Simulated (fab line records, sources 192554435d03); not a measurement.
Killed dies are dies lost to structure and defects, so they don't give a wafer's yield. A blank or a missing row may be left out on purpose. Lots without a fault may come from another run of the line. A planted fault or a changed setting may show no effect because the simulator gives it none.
Chamber matching | flow n5_finfet | N5_MOL_CONTACT_COAG_ALD_123 on ald_sin-04: 4 sister chambers
The step deposits SiNx, target thk 5 nm, pulse time 1 s, purge time 2 s. 4 wafers are shown with their chamber, then 7 later ones without.

WAFERS WITH THEIR CHAMBER
wafer  | chamber | heater_power_w (W)
L085.1 | 3       | 885
L085.2 | 0       | 777
L089.2 | 2       | 1043
L089.4 | 1       | 776

WAFERS WITHOUT THEIR CHAMBER
wafer  | heater_power_w (W)
L089.5 | 784
L093.1 | 1036
L093.2 | 790
L093.5 | 1035
L096.1 | 899
L096.3 | 794
L096.4 | 1042

WHICH CHAMBER EACH WENT THROUGH
wafer  | from the rows above     | in truth
L089.5 | can't be placed: 0 or 1 | 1
L093.1 | 2                       | 2
L093.2 | can't be placed: 0 or 1 | 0
L093.5 | 2                       | 2
L096.1 | 3                       | 3
L096.3 | can't be placed: 0 or 1 | 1
L096.4 | 2                       | 2
Placed correctly: 4 of 7. Can't be placed from these rows: 3 (the true chamber is among the candidates in 3). Placed wrongly: 0.
How it was worked out, from the rows above alone: a wafer's distance from a chamber is the root of the sum, over the readings, of the square of ((its reading less the chamber's mean) divided by the reading's scatter). The wafer belongs to the nearest chamber; if the next one is less than 2 further off, it can't be placed. A chamber's mean is the mean of its shown wafers. The scatter: with one shown wafer a chamber, the root of the mean of the squares of how far each hidden wafer lies from its nearest shown one.
